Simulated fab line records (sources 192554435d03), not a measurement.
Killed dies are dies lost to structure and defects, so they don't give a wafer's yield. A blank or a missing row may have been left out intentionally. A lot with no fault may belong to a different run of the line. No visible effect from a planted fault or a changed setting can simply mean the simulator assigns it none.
Lot-split experiment :: flow n5-finfet :: 39 wafers read from 7 lots, route of 1938 steps

## ABOUT THE SPLIT
At N5_DUMMY_GATE_ETCH_32 (etches SiO2 in CF4, target depth 3.5 nm, time 3.9 s), the setting time-s was moved away from the recipe's 3.9 s on 18 of the 39 wafers read, by -19.5% to +18.1%. This setting was run at the recipe's value on the other wafers.

Reading taken at the split's own step.

## THE READING
etch.depth-nm (the simulator's own value, which no gauge read), in nm, at N5_DUMMY_GATE_ETCH_32 (etches SiO2 in CF4, target depth 3.5 nm, time 3.9 s). No usual value for it is given in the file. Here, 21 wafers ran the recipe; their average is 3.445 nm with a standard deviation of 0.1 nm.

wafer: L075.1
tool, chamber at the split: rie-si-03, 3
time-s as run, s: 3.9
against the recipe: recipe
etch.depth-nm, nm: 3.459
against lot-mates on the recipe: -

wafer: L075.2
tool, chamber at the split: rie-si-03, 1
time-s as run, s: 4.607
against the recipe: +18.1%
etch.depth-nm, nm: 4.187
against lot-mates on the recipe: +0.668

wafer: L075.3
tool, chamber at the split: rie-si-03, 0
time-s as run, s: 4.607
against the recipe: +18.1%
etch.depth-nm, nm: 4.028
against lot-mates on the recipe: +0.509

wafer: L075.4
tool, chamber at the split: rie-si-03, 2
time-s as run, s: 3.9
against the recipe: recipe
etch.depth-nm, nm: 3.533
against lot-mates on the recipe: -

wafer: L075.5
tool, chamber at the split: rie-si-03, 0
time-s as run, s: 4.607
against the recipe: +18.1%
etch.depth-nm, nm: 4.001
against lot-mates on the recipe: +0.482

wafer: L075.6
tool, chamber at the split: rie-si-03, 1
time-s as run, s: 3.9
against the recipe: recipe
etch.depth-nm, nm: 3.565
against lot-mates on the recipe: -

wafer: L076.1
tool, chamber at the split: rie-si-05, 0
time-s as run, s: 3.542
against the recipe: -9.2%
etch.depth-nm, nm: 3.197
against lot-mates on the recipe: -0.146

wafer: L076.2
tool, chamber at the split: rie-si-05, 2
time-s as run, s: 3.542
against the recipe: -9.2%
etch.depth-nm, nm: 3.145
against lot-mates on the recipe: -0.198

wafer: L076.3
tool, chamber at the split: rie-si-05, 3
time-s as run, s: 3.9
against the recipe: recipe
etch.depth-nm, nm: 3.253
against lot-mates on the recipe: -

wafer: L076.4
tool, chamber at the split: rie-si-05, 1
time-s as run, s: 3.9
against the recipe: recipe
etch.depth-nm, nm: 3.285
against lot-mates on the recipe: -

wafer: L076.5
tool, chamber at the split: rie-si-05, 0
time-s as run, s: 3.9
against the recipe: recipe
etch.depth-nm, nm: 3.491
against lot-mates on the recipe: -

wafer: L076.6
tool, chamber at the split: rie-si-05, 1
time-s as run, s: 3.542
against the recipe: -9.2%
etch.depth-nm, nm: 2.98
against lot-mates on the recipe: -0.363

wafer: L077.1
tool, chamber at the split: rie-si-05, 1
time-s as run, s: 3.9
against the recipe: recipe
etch.depth-nm, nm: 3.334
against lot-mates on the recipe: -

wafer: L077.2
tool, chamber at the split: rie-si-05, 0
time-s as run, s: 4.265
against the recipe: +9.4%
etch.depth-nm, nm: 3.881
against lot-mates on the recipe: +0.506

wafer: L077.3
tool, chamber at the split: rie-si-05, 2
time-s as run, s: 3.9
against the recipe: recipe
etch.depth-nm, nm: 3.489
against lot-mates on the recipe: -

wafer: L077.4
tool, chamber at the split: rie-si-05, 3
time-s as run, s: 3.9
against the recipe: recipe
etch.depth-nm, nm: 3.303
against lot-mates on the recipe: -

wafer: L077.5
tool, chamber at the split: rie-si-05, 2
time-s as run, s: 4.265
against the recipe: +9.4%
etch.depth-nm, nm: 3.822
against lot-mates on the recipe: +0.447

wafer: L077.6
tool, chamber at the split: rie-si-05, 3
time-s as run, s: 4.265
against the recipe: +9.4%
etch.depth-nm, nm: 3.585
against lot-mates on the recipe: +0.210

wafer: L079.1
tool, chamber at the split: rie-si-05, 1
time-s as run, s: 3.141
against the recipe: -19.5%
etch.depth-nm, nm: 2.706
against lot-mates on the recipe: -0.778

wafer: L079.2
tool, chamber at the split: rie-si-05, 0
time-s as run, s: 3.9
against the recipe: recipe
etch.depth-nm, nm: 3.55
against lot-mates on the recipe: -

wafer: L079.3
tool, chamber at the split: rie-si-05, 2
time-s as run, s: 3.9
against the recipe: recipe
etch.depth-nm, nm: 3.532
against lot-mates on the recipe: -

wafer: L079.4
tool, chamber at the split: rie-si-05, 3
time-s as run, s: 3.141
against the recipe: -19.5%
etch.depth-nm, nm: 2.672
against lot-mates on the recipe: -0.812

wafer: L079.5
tool, chamber at the split: rie-si-05, 2
time-s as run, s: 3.141
against the recipe: -19.5%
etch.depth-nm, nm: 2.865
against lot-mates on the recipe: -0.619

wafer: L079.6
tool, chamber at the split: rie-si-05, 1
time-s as run, s: 3.9
against the recipe: recipe
etch.depth-nm, nm: 3.369
against lot-mates on the recipe: -

wafer: L081.1
tool, chamber at the split: rie-si-03, 1
time-s as run, s: 3.155
against the recipe: -19.1%
etch.depth-nm, nm: 2.885
against lot-mates on the recipe: -0.593

wafer: L081.2
tool, chamber at the split: rie-si-03, 0
time-s as run, s: 3.9
against the recipe: recipe
etch.depth-nm, nm: 3.401
against lot-mates on the recipe: -

wafer: L081.3
tool, chamber at the split: rie-si-03, 3
time-s as run, s: 3.155
against the recipe: -19.1%
etch.depth-nm, nm: 2.809
against lot-mates on the recipe: -0.669

wafer: L081.4
tool, chamber at the split: rie-si-03, 2
time-s as run, s: 3.155
against the recipe: -19.1%
etch.depth-nm, nm: 2.795
against lot-mates on the recipe: -0.683

wafer: L081.5
tool, chamber at the split: rie-si-03, 1
time-s as run, s: 3.9
against the recipe: recipe
etch.depth-nm, nm: 3.552
against lot-mates on the recipe: -

wafer: L081.6
tool, chamber at the split: rie-si-03, 2
time-s as run, s: 3.9
against the recipe: recipe
etch.depth-nm, nm: 3.482
against lot-mates on the recipe: -

wafer: L082.1
tool, chamber at the split: rie-si-05, 0
time-s as run, s: 3.9
against the recipe: recipe
etch.depth-nm, nm: 3.54
against lot-mates on the recipe: -

wafer: L082.3
tool, chamber at the split: rie-si-05, 2
time-s as run, s: 3.9
against the recipe: recipe
etch.depth-nm, nm: 3.479
against lot-mates on the recipe: -

wafer: L082.5
tool, chamber at the split: rie-si-05, 3
time-s as run, s: 3.9
against the recipe: recipe
etch.depth-nm, nm: 3.265
against lot-mates on the recipe: -

wafer: L086.1
tool, chamber at the split: rie-si-03, 3
time-s as run, s: 3.548
against the recipe: -9.0%
etch.depth-nm, nm: 3.205
against lot-mates on the recipe: -0.280

wafer: L086.2
tool, chamber at the split: rie-si-03, 1
time-s as run, s: 3.9
against the recipe: recipe
etch.depth-nm, nm: 3.561
against lot-mates on the recipe: -

wafer: L086.3
tool, chamber at the split: rie-si-03, 2
time-s as run, s: 3.9
against the recipe: recipe
etch.depth-nm, nm: 3.472
against lot-mates on the recipe: -

wafer: L086.4
tool, chamber at the split: rie-si-03, 0
time-s as run, s: 3.9
against the recipe: recipe
etch.depth-nm, nm: 3.422
against lot-mates on the recipe: -

wafer: L086.5
tool, chamber at the split: rie-si-03, 1
time-s as run, s: 3.548
against the recipe: -9.0%
etch.depth-nm, nm: 3.235
against lot-mates on the recipe: -0.250

wafer: L086.6
tool, chamber at the split: rie-si-03, 2
time-s as run, s: 3.548
against the recipe: -9.0%
etch.depth-nm, nm: 3.193
against lot-mates on the recipe: -0.292

FIT RESULTS
A straight line over all 39 wafers: etch.depth-nm changes by +0.0339 nm for each +1% of time-s; r = +0.96; the points scatter about the line by 0.099 nm.
The same after taking each lot's own level away (the mean of its wafers on the recipe; 39 wafers): +0.034 nm for each +1%; r = +0.96; scatter 0.094 nm.
According to that fit, moving time-s by its largest amount changes the reading by 0.66 nm.
The span of the lots' own levels, 3.3430 to 3.5190 nm, comes to 1.7 times the standard deviation stated above.
Hence the lot-to-lot level has little effect on the slope; both slopes agree.
Check: with one of the wafers moved furthest among these (-19.5%) left out of the fit, the line predicts -0.645 nm for it against its lot-mates. Against them it came out at -0.778 nm.

## ADDITIONAL SPLITS CARRIED BY THESE WAFERS
Other splits were also applied to these wafers ahead of the reading. Each is held against what the fit with the lots' levels taken away leaves over:
other split on the same wafers: N5_PMOS_HMC_CHANNEL_EPI_EPI_20 temp-c
wafers away from the commonest value: 12
r with etch.depth-nm (lot level and that fit taken away): -0.06

other split on the same wafers: N5_DUMMY_GATE_ETCH_37 source-w
wafers away from the commonest value: 15
r with etch.depth-nm (lot level and that fit taken away): +0.07

## FILE'S OWN FIT
etch.depth-nm changes by +0.0339 nm for each +1% of time-s, r = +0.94.
